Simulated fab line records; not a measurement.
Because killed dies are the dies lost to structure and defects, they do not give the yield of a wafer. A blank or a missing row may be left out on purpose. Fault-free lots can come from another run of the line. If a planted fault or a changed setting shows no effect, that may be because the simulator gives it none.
8D (eight disciplines) problem report, filled in by code	flow n5Finfet	the parts of the form that need people (team, actions taken, sign-off) are left out

## 1. PROBLEM STATEMENT
At N5_BEOL_M8_COAT_60, spinSpeedRpm averages 1458.0 rpm over 6 wafers from 2 lots, while fault-free wafers read 1500.2 rpm, standard deviation 0.95. Measured from the usual mean, that is -44 standard deviations.
The step: time 60 s, resist thk 35 nm.
The first sign was on wafer L297.3 at day 16 17:37, on lithoTrack-02. The record has a number at this step for 11 wafers belonging to 4 lots. The rule behind "out" and "out of limits": a value lying over 4 standard deviations away from the usual mean. All remaining wafers that have a number are taken as sound.

## 2. WHAT IT IS, AND WHAT IT ISN'T
question	is	is not
which readings at this step	spinSpeedRpm	-
which lots	L296, L297	L282, L299
which wafers of those lots	all that have a number	-
read on which tools	lithoTrack-02	lithoTrack-03
when	from day 16 17:37	up to then (3 sound wafers); but 2 sound wafers of L299 came after

## 3. SUSPECTS, AND WHAT RULES EACH OUT
Counting: a tool at any process step up to the reading remains a suspect when it ran all the lots that are out and ran no sound lot after the first of those.
- lithoTrack-02 at N5_BEOL_M8_COAT_60 (time 60 s, resist thk 35 nm): kept. Every lot that is out went through it, starting with L297 (day 16 17:37), and after that it ran no sound lot; the last sound lot it ran before then is L282 (day 13 18:05). Its own spinSpeedRpm readings are out on those wafers.
Left after counting: lithoTrack-02 at N5_BEOL_M8_COAT_60.

## 4. THE CAUSE (what the simulator had put in)
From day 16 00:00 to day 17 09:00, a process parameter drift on lithoTrack-02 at N5_BEOL_M8_COAT_60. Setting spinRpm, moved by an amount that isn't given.
This tool alone remained once counting was done.

## 5. SEQUENCE OF EFFECTS, ordered by route
Rows list readings where the struck wafers' mean (over those with a number) sits beyond 3 standard deviations from the usual. Only readings for which the record gives a usual standard deviation are gone through. hours: the time from each lot's start at the first step in this table that gives one to its start at this step, as a median over the lots. sigmas: the change in usual standard deviations.
hours	step	reading	usual	on struck wafers	change	sigmas
0	N5_BEOL_M8_COAT_60	spinSpeedRpm	1500.2 rpm	1458.0	-42.2	-44
Here are the process steps it includes:
- N5_BEOL_M8_COAT_60: time 60 s, resist thk 35 nm.

## 6. HOW IT WOULD HAVE BEEN CAUGHT EARLIER
In this record the first reading out of limits was taken at day 16 17:37, 18 hours after the fault began at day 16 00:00.
